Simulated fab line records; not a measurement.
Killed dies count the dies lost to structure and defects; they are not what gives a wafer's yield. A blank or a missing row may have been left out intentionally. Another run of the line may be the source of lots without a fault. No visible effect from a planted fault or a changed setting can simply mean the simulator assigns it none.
Split-lot study || flow n5-finfet || 21 wafers read across 7 lots, on a route 1938 steps long

== ABOUT THE SPLIT ==
At N5_SDB_COAT_03 (time 60 s, resist thk 100 nm), the setting spin-rpm was moved away from the recipe's 1500 rpm on 7 of the 21 wafers read, by -9.1% to +6.1%. All remaining wafers had this setting at the recipe value.

== FROM THE SPLIT TO THE READING: what the file shows between them, 8 steps ==
- N5_SDB_COAT_04: time 60 s, resist thk 18 nm (also split here: time-s)
- N5_SDB_COAT_05: resist thk 90 nm
- N5_SDB_EBR_07
- N5_SDB_DESCUM_16: chemistry O2, time 7.9 s
- N5_SDB_ETCH_17: etches SiARC in CF4, target depth 23.4 nm, time 39 s
- N5_SDB_ETCH_18: etches SOC in N2/H2, target depth 100 nm, overetch 20 nm, time 150 s
- N5_SDB_STRIP_19: strips in N2/H2
- N5_SDB_STRIP_21: strips in CF4

== THE READING ==
SOC_of_SDB_COAT_03.thk-nm (the simulator's own value, which no gauge read), in nm, at N5_SDB_HM_OPEN_20 (chemistry CH3F/O2, target SiNx, stops on poly-Si, target depth 24 nm). The file does not state a usual value for it. Across the 14 wafers here that went through the recipe, the average is 84.0 nm and the standard deviation 0.28 nm.

{"wafer": "L077.1", "tool, chamber at the split": "litho-track-01, 0", "spin-rpm as run, rpm": 1592, "against the recipe": "+6.1%", "SOC_of_SDB_COAT_03.thk-nm, nm": 80.8, "against lot-mates on the recipe": -3.4}
{"wafer": "L077.2", "tool, chamber at the split": "litho-track-01, 0", "spin-rpm as run, rpm": 1592, "against the recipe": "+6.1%", "SOC_of_SDB_COAT_03.thk-nm, nm": 81.6, "against lot-mates on the recipe": -2.6}
{"wafer": "L077.6", "tool, chamber at the split": "litho-track-01, 0", "spin-rpm as run, rpm": 1500, "against the recipe": "recipe", "SOC_of_SDB_COAT_03.thk-nm, nm": 84.2, "against lot-mates on the recipe": "-"}
{"wafer": "L080.1", "tool, chamber at the split": "litho-track-01, 0", "spin-rpm as run, rpm": 1500, "against the recipe": "recipe", "SOC_of_SDB_COAT_03.thk-nm, nm": 84, "against lot-mates on the recipe": "-"}
{"wafer": "L080.3", "tool, chamber at the split": "litho-track-01, 0", "spin-rpm as run, rpm": 1500, "against the recipe": "recipe", "SOC_of_SDB_COAT_03.thk-nm, nm": 84.4, "against lot-mates on the recipe": "-"}
{"wafer": "L080.4", "tool, chamber at the split": "litho-track-01, 0", "spin-rpm as run, rpm": 1576, "against the recipe": "+5.1%", "SOC_of_SDB_COAT_03.thk-nm, nm": 81.8, "against lot-mates on the recipe": -2.4}
{"wafer": "L081.1", "tool, chamber at the split": "litho-track-02, 0", "spin-rpm as run, rpm": 1500, "against the recipe": "recipe", "SOC_of_SDB_COAT_03.thk-nm, nm": 83.8, "against lot-mates on the recipe": "-"}
{"wafer": "L081.4", "tool, chamber at the split": "litho-track-02, 0", "spin-rpm as run, rpm": 1500, "against the recipe": "recipe", "SOC_of_SDB_COAT_03.thk-nm, nm": 83.8, "against lot-mates on the recipe": "-"}
{"wafer": "L081.6", "tool, chamber at the split": "litho-track-02, 0", "spin-rpm as run, rpm": 1364, "against the recipe": "-9.1%", "SOC_of_SDB_COAT_03.thk-nm, nm": 89.2, "against lot-mates on the recipe": "+5.4"}
{"wafer": "L086.1", "tool, chamber at the split": "litho-track-02, 0", "spin-rpm as run, rpm": 1500, "against the recipe": "recipe", "SOC_of_SDB_COAT_03.thk-nm, nm": 84.2, "against lot-mates on the recipe": "-"}
{"wafer": "L086.3", "tool, chamber at the split": "litho-track-02, 0", "spin-rpm as run, rpm": 1500, "against the recipe": "recipe", "SOC_of_SDB_COAT_03.thk-nm, nm": 83.8, "against lot-mates on the recipe": "-"}
{"wafer": "L086.5", "tool, chamber at the split": "litho-track-02, 0", "spin-rpm as run, rpm": 1500, "against the recipe": "recipe", "SOC_of_SDB_COAT_03.thk-nm, nm": 84.4, "against lot-mates on the recipe": "-"}
{"wafer": "L090.2", "tool, chamber at the split": "litho-track-03, 0", "spin-rpm as run, rpm": 1384, "against the recipe": "-7.7%", "SOC_of_SDB_COAT_03.thk-nm, nm": 88.2, "against lot-mates on the recipe": "+3.6"}
{"wafer": "L090.5", "tool, chamber at the split": "litho-track-03, 0", "spin-rpm as run, rpm": 1384, "against the recipe": "-7.7%", "SOC_of_SDB_COAT_03.thk-nm, nm": 88.2, "against lot-mates on the recipe": "+3.6"}
{"wafer": "L090.3", "tool, chamber at the split": "litho-track-03, 0", "spin-rpm as run, rpm": 1500, "against the recipe": "recipe", "SOC_of_SDB_COAT_03.thk-nm, nm": 84.6, "against lot-mates on the recipe": "-"}
{"wafer": "L092.2", "tool, chamber at the split": "litho-track-01, 0", "spin-rpm as run, rpm": 1500, "against the recipe": "recipe", "SOC_of_SDB_COAT_03.thk-nm, nm": 84, "against lot-mates on the recipe": "-"}
{"wafer": "L092.6", "tool, chamber at the split": "litho-track-01, 0", "spin-rpm as run, rpm": 1500, "against the recipe": "recipe", "SOC_of_SDB_COAT_03.thk-nm, nm": 84, "against lot-mates on the recipe": "-"}
{"wafer": "L092.4", "tool, chamber at the split": "litho-track-01, 0", "spin-rpm as run, rpm": 1392, "against the recipe": "-7.2%", "SOC_of_SDB_COAT_03.thk-nm, nm": 88, "against lot-mates on the recipe": "+4.0"}
{"wafer": "L096.1", "tool, chamber at the split": "litho-track-02, 0", "spin-rpm as run, rpm": 1500, "against the recipe": "recipe", "SOC_of_SDB_COAT_03.thk-nm, nm": 83.6, "against lot-mates on the recipe": "-"}
{"wafer": "L096.2", "tool, chamber at the split": "litho-track-02, 0", "spin-rpm as run, rpm": 1500, "against the recipe": "recipe", "SOC_of_SDB_COAT_03.thk-nm, nm": 83.8, "against lot-mates on the recipe": "-"}
{"wafer": "L096.6", "tool, chamber at the split": "litho-track-02, 0", "spin-rpm as run, rpm": 1500, "against the recipe": "recipe", "SOC_of_SDB_COAT_03.thk-nm, nm": 83.8, "against lot-mates on the recipe": "-"}

THE FIT
A straight line over all 21 wafers: SOC_of_SDB_COAT_03.thk-nm changes by -0.52 nm for each +1% of spin-rpm; r = -0.99; the points scatter about the line by 0.32 nm.
The same after taking each lot's own level away (the mean of its wafers on the recipe; 21 wafers): -0.513 nm for each +1%; r = -0.99; scatter 0.29 nm.
That fit puts the effect of the largest move of spin-rpm on the reading at 4.6 nm.
The lots' own levels span 83.73 to 84.60 nm, that is 3.1 times the standard deviation above.
Hence the lot-to-lot level has little effect on the slope; both slopes agree.
Check: +4.45 nm against its lot-mates is what the line predicts for one of the wafers moved furthest among these (-9.1%) when that wafer is left out of the fit. It came out at +5.4 nm against them.

== THESE WAFERS: OTHER SPLITS ==
Before the reading, these wafers also passed through other splits. Each is held against what the fit with the lots' levels taken away leaves over:
{"other split on the same wafers": "N5_SD_EPI_P_EPI_21 epi-growth-time-s", "wafers away from the commonest value": 7, "r with SOC_of_SDB_COAT_03.thk-nm (lot level and that fit taken away)": "+0.59"}
{"other split on the same wafers": "N5_SD_ACTIVATION_LSA_01 temp-c", "wafers away from the commonest value": 11, "r with SOC_of_SDB_COAT_03.thk-nm (lot level and that fit taken away)": -0.05}
{"other split on the same wafers": "N5_SDB_COAT_04 time-s", "wafers away from the commonest value": 8, "r with SOC_of_SDB_COAT_03.thk-nm (lot level and that fit taken away)": -0.12}

== THE WHOLE CHAIN: every reading that the file lists as answering this split, in the file's order ==
{"step": "N5_SDB_COAT_03", "what it does": "time 60 s, resist thk 100 nm", "reading": "SOC_of_SDB_COAT_03.thk-nm (the simulator's own value, which no gauge read)", "change (the file's fit)": "-0.536 nm for each +1% of the setting", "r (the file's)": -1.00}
{"step": "N5_SDB_ETCH_18", "what it does": "etches SOC in N2/H2, target depth 100 nm, overetch 20 nm, time 150 s", "reading": "etch.depth-nm (the simulator's own value, which no gauge read)", "change (the file's fit)": "-0.538 nm for each +1% of the setting", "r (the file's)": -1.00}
{"step": "N5_SDB_HM_OPEN_20", "what it does": "chemistry CH3F/O2, target SiNx, stops on poly-Si, target depth 24 nm", "reading": "SOC_of_SDB_COAT_03.thk-nm (the simulator's own value, which no gauge read)", "change (the file's fit)": "-0.53 nm for each +1% of the setting", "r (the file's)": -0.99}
{"step": "N5_SDB_STRIP_22", "what it does": "strips in N2/H2", "reading": "strip-time-to-endpoint-s", "change (the file's fit)": "withheld for each +1% of the setting", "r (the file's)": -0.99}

== FILE'S OWN FIT ==
SOC_of_SDB_COAT_03.thk-nm changes by -0.53 nm for each +1% of spin-rpm, r = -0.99.
